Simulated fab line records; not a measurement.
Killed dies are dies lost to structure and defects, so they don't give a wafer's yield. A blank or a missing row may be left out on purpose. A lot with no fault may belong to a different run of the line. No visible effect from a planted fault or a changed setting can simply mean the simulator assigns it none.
Chamber matching | flow n5 finfet | 4 sister chambers for N5_SD_EPI_P_SD_RECESS_17 on rie si-04
The step chemistry HBr/Cl2/O2, target depth 39.1 nm, bt time 3 s. 22 wafers are shown with their chamber, then 11 later ones without.

## WAFERS, EACH WITH ITS CHAMBER
wafer  | chamber | throttle valve pct (%) | drypump motor current A (A) | oes product au (a.u.)
L074.4 | 3       | 37.26                  | 5.4                         | 1.010
L074.5 | 1       | 37.00                  | 5.8                         | 1.032
L074.6 | 0       | 36.89                  | 5.0                         | 0.983
L081.1 | 0       | 36.89                  | 5.0                         | 0.977
L081.3 | 3       | 37.26                  | 5.4                         | 0.997
L081.5 | 2       | 37.19                  | 5.4                         | 1.019
L084.1 | 3       | 37.25                  | 5.4                         | 1.003
L084.3 | 1       | 36.98                  | 5.8                         | 1.029
L084.6 | 1       | 36.98                  | 5.8                         | 1.030
L086.1 | 0       | 36.89                  | 5.0                         | 0.983
L086.4 | 2       | 37.18                  | 5.4                         | 1.019
L086.5 | 0       | 36.88                  | 5.0                         | 0.984
L087.2 | 0       | 36.88                  | 5.0                         | 0.977
L087.5 | 0       | 36.91                  | 5.0                         | 0.985
L087.6 | 3       | 37.24                  | 5.4                         | 0.993
L089.3 | 1       | 36.98                  | 5.7                         | 1.030
L089.4 | 0       | 36.88                  | 5.0                         | 0.988
L089.6 | 0       | 36.90                  | 5.0                         | 0.980
L090.2 | 3       | 37.26                  | 5.4                         | 0.998
L090.4 | 2       | 37.18                  | 5.4                         | 1.012
L090.6 | 0       | 36.88                  | 5.1                         | 0.982
L091.1 | 0       | 36.90                  | 5.0                         | 0.985

SIGNATURES (averages over the wafers above)
reading                 | chamber 0 | chamber 1 | chamber 2 | chamber 3 | scatter within a chamber
throttle valve pct      | 36.8900   | 36.9850   | 37.1833   | 37.2540   | 0.00968
drypump motor current A | 5.010     | 5.775     | 5.400     | 5.400     | 0.0303
oes product au          | 0.98240   | 1.03025   | 1.01667   | 1.00020   | 0.00422
Rule: a wafer lies at a distance from a chamber equal to the root of the sum of squares, over the readings, of (its reading less the chamber's mean, divided by the reading's scatter). The wafer belongs to the nearest chamber; if the next one is less than 2 further off, it can't be placed. The scatter: the root of (the sum of the squares of (reading less its chamber's mean) over the shown wafers, divided by (wafers less chambers)).

## WAFERS WHOSE CHAMBER IS MISSING
wafer  | throttle valve pct (%) | drypump motor current A (A) | oes product au (a.u.)
L091.3 | 37.24                  | 5.4                         | 0.999
L091.6 | 36.90                  | 5.0                         | 0.976
L092.2 | 36.99                  | 5.8                         | 1.029
L092.4 | 37.25                  | 5.4                         | 1.006
L092.6 | 37.18                  | 5.4                         | 1.021
L095.1 | 37.17                  | 5.4                         | 1.029
L095.3 | 37.26                  | 5.4                         | 1.003
L095.5 | 37.26                  | 5.4                         | 1.003
L096.1 | 36.98                  | 5.7                         | 1.033
L096.2 | 36.88                  | 5.0                         | 0.992
L096.3 | 37.26                  | 5.4                         | 1.003

## WHICH CHAMBER EACH ONE RAN IN
wafer  | from the rows above | in truth
L091.3 | 3                   | 3
L091.6 | 0                   | 0
L092.2 | 1                   | 1
L092.4 | 3                   | 3
L092.6 | 2                   | 2
L095.1 | 2                   | 2
L095.3 | 3                   | 3
L095.5 | 3                   | 3
L096.1 | 1                   | 1
L096.2 | 0                   | 0
L096.3 | 3                   | 3
Correct placement for 11 of the 11. Not placeable from these rows: 0. Number placed wrongly: 0.
